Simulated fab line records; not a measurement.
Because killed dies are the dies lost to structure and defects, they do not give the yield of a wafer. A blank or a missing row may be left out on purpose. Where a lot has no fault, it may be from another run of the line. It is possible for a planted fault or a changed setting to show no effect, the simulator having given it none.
The same fault as seen by 2 desks	flow nandHarc	every desk sees just its own numbers, and what lay behind them comes last

AT THE TOOL OWNER'S DESK: arfiScanner-01
The tool's own readings at NHARC_P_M0_EXPOSE_06 (exposes mask P M0, target cd 90 nm): means of the sampled wafers that have a number, for each lot that ran on this tool. If a lot's mean is further than 4 standard deviations from the usual mean, the lot is out of limits and carries the mark OUT (the distance appears in the brackets).
Columns: A = exposureDoseMJCm2 at NHARC_P_M0_EXPOSE_06, usual 81.19
lot	first seen here	A
L470	day 5 18:53	81.12
L471	day 5 19:30	81.23
L479	day 8 05:58	58.76 (-99 or more) OUT
L480	day 8 11:49	63.39 (-99 or more) OUT
This desk's verdict: out of limits on L479, L480, starting with L479 at day 8 05:58 (exposureDoseMJCm2 at NHARC_P_M0_EXPOSE_06). L470, L471: within limits.

METROLOGY DESK
What the gauges read, lot by lot, whatever tool the lot ran on: means of the sampled wafers that have a number. If a lot's mean is further than 4 standard deviations from the usual mean, the lot is out of limits and carries the mark OUT (the distance appears in the brackets).
Columns: A = overlayXNm at NHARC_P_CONTACT_OVL_MEAS_13, usual -0.1 nm; B = overlayYNm at NHARC_P_CONTACT_OVL_MEAS_13, usual 0.2 nm; C = cdNm at NHARC_P_M0_CD_MEAS_09, usual 90.1 nm
lot	first seen here	A	B	C
L470	day 5 11:19	0.6	-0.0	90.4
L471	day 5 11:58	-0.2	-0.1	90.3
L473	day 6 00:50	0.4	1.2	90.3
L476	day 6 22:46	-1.5	1.1	90.0
L479	day 7 20:18	1.2	-0.5	71.0 (-36) OUT
L480	day 8 06:05	-0.8	-0.3	74.9 (-29) OUT
L483	day 8 21:04	-0.5	0.3	90.4
L485	day 9 07:11	-0.7	0.1	89.4
L484	day 9 07:43	-1.6	1.2	90.7
L486	day 9 17:14	0.8	-1.2	89.8
L488	day 10 04:20	-1.5	0.1	90.4
L493	day 11 06:29	0.0	0.9	89.9
This desk's verdict: out of limits on L479, L480, starting with L479 at day 8 06:07 (cdNm at NHARC_P_M0_CD_MEAS_09). L470, L471, L473, L476, L483, L485, L484, L486, L488, L493: within limits.

BROUGHT TOGETHER
On L479, L480, at day 8 05:58, an alarm was possible from the tool owner's desk.
At day 8 06:07 the metrology desk could have sounded an alarm, on L479, L480.
On arfiScanner-01, each named lot ran NHARC_P_M0_EXPOSE_06.

WHAT WAS PUT IN BY THE SIMULATOR
Process parameters drifting: arfiScanner-01 at NHARC_P_M0_EXPOSE_06, beginning at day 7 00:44. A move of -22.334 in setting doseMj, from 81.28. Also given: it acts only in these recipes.
Struck lots among those shown: L479, L480.
Time in hours from fault onset to the first out-of-limits reading at each desk: tool owner's desk 29, metrology desk 29.
